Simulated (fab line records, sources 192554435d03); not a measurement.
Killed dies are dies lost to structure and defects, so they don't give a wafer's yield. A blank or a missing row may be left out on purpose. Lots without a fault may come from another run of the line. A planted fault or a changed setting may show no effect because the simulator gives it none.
Problem report in the 8D (eight disciplines) form, filled by code | flow n5_finfet | the parts of the form that need people (team, actions taken, sign-off) are left out

1. THE PROBLEM
wafer_temp_C_max at N5_BEOL_M15_ANNEAL_48 reads a mean of 244.26 on 9 wafers of 3 lots; wafers without a fault read 226.03 with a standard deviation of 0.22. That is +83 standard deviations from the usual mean.
The step: time 90 s.
First seen on wafer L537.1, day 15 12:47, on rtp_anneal-02. The record holds 33 wafers of 11 lots with a number at this step. Rule for "out", or "out of limits": more than 4 standard deviations from the usual mean. The other wafers with a number count as sound.

2. WHAT IT IS AND WHAT IT IS NOT
question                    | is                     | is not
which readings at this step | wafer_temp_C_max       | -
which lots                  | L537, L538, L539       | L523, L524, L525, L532, L540, L541, L542, L545
which wafers of those lots  | all that have a number | -
read on which tools         | rtp_anneal-02          | rtp_anneal-01
when                        | from day 15 12:47      | up to then (12 sound wafers); but 12 sound wafers of L540, L541, L542, L545 came after

3. SUSPECTS, AND WHAT RULES EACH OUT
Counting: a tool at a process step up to the reading stays a suspect if it ran every lot that is out and no sound lot after the first of them.
- rtp_anneal-02 at N5_BEOL_M15_ANNEAL_48 (time 90 s): kept. It ran every lot that is out, first L537 (day 15 12:47), and no sound lot after that; its last sound lot up to then is L532 (day 14 03:35). Its own readings are out on those wafers: wafer_temp_C_max.
Left after counting: rtp_anneal-02 at N5_BEOL_M15_ANNEAL_48.

4. THE CAUSE (what the simulator had put in)
Process parameter drift: rtp_anneal-02, from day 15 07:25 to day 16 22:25, at N5_BEOL_M15_ANNEAL_48. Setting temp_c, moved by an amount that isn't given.
Counting left only this tool.

5. THE CHAIN OF EFFECTS, in route order
Each row: a reading whose mean over the struck wafers that have a number lies more than 3 standard deviations from the usual. Only readings for which the record gives a usual standard deviation are gone through. hours: the time from each lot's start at the first step in this table that gives one to its start at this step, as a median over the lots. sigmas: the change in usual standard deviations.
hours | step                  | reading          | usual  | on struck wafers | change | sigmas
0     | N5_BEOL_M15_ANNEAL_48 | wafer_temp_C_max | 226.03 | 244.26           | +18.23 | +83
The process steps in it:
- N5_BEOL_M15_ANNEAL_48: time 90 s.

6. WHAT WOULD HAVE CAUGHT IT SOONER
In this record the first reading out of limits was taken at day 15 12:47, 5 hours after the fault began at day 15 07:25.
